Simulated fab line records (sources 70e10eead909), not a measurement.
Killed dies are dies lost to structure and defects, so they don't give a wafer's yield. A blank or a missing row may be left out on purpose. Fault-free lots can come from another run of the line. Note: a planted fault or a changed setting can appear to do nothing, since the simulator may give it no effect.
Which tool is to blame? -- flow nand_harc -- 18 wafers from 6 lots sampled at 5 of the route's 1302 steps

WHAT THE GAUGES READ, wafer by wafer
NHARC_END_SORT_01.
lot,measured,on,killed_at_array
L216,day 24 20:43,prober-01,667 668 673
L220,day 28 00:06,prober-01,78 73 84

WHICH TOOL RAN EACH LOT (tool, then ch and the chambers of the sampled wafers, then the start)
lot,NHARC_A_CHANNEL_HOLE_D2_ETCH_21,NHARC_A_CHANNEL_HOLE_D2_STRIP_28,NHARC_A_CHANNEL_FILL_D2_ALD_03,NHARC_A_CHANNEL_FILL_D2_ALD_14
L216,"har_etch-01 ch 0,1, day 13 22:11","rie_diel-11 ch 1,2,3, day 14 02:37",-,-
L220,"har_etch-02 ch 0,1, day 16 04:22","rie_diel-12 ch 0,3, day 16 08:41","ald_sin_batch-01 ch 0, day 16 16:43 or earlier","ald_hk-04 ch 0,1,3, day 16 16:43"
L227,"har_etch-01 ch 0,1, day 18 12:52","rie_diel-11 ch 1,3, day 18 17:20","ald_sin_batch-02 ch 0, day 19 01:27 or earlier","ald_hk-02 ch 1,2,3, day 19 01:27"
L228,"har_etch-02 ch 0,1, day 20 00:48","rie_diel-11 ch 0,2,3, day 20 05:05","ald_sin_batch-02 ch 0, day 20 13:24 or earlier","ald_hk-04 ch 0,1,2, day 20 13:24"
L236,"har_etch-01 ch 0,1, day 22 09:12","rie_diel-04 ch 0,1,2, day 22 13:34","ald_sin_batch-03 ch 0, day 22 21:34 or earlier","ald_hk-03 ch 0,3, day 22 21:34"
L237,"har_etch-02 ch 0,1, day 22 22:29","rie_diel-12 ch 0,1,2, day 23 02:57","ald_sin_batch-03 ch 0, day 23 11:04 or earlier","ald_hk-04 ch 0,1,3, day 23 11:04"
- NHARC_A_CHANNEL_HOLE_D2_ETCH_21: etches the open film in C4F8/O2/Ar, time 514.3 s, target depth 1600 nm.
- NHARC_A_CHANNEL_HOLE_D2_STRIP_28: strips in O2.
- NHARC_A_CHANNEL_FILL_D2_ALD_03: deposits SiNx, target thk 6 nm, pulse time 60 s, ald cycles 58.
- NHARC_A_CHANNEL_FILL_D2_ALD_14: deposits SiO2, target thk 2.5 nm, pulse time 10 s, ald cycles 25.

THE ANSWER, worked out from the rows above alone
Rule: the usual values come from the lots themselves. The widest of any qualifying gaps counts: lots, ordered by their means at a reading, are off when they make up no more than a third of the lots, leave a main group of 4 or more, and stand apart from it by 3 or more times the standard deviation of that group's means. The tables above print the reading to a certain number of digits; a main group whose means all agree to those digits is not used. Also off: a lot with no number at a reading for which 4 or more lots have one. All remaining lots with rows at the step are treated as sound.
No lot is off at any reading shown: from this, nothing can be told.

WHAT THE SIMULATOR HAD INSERTED
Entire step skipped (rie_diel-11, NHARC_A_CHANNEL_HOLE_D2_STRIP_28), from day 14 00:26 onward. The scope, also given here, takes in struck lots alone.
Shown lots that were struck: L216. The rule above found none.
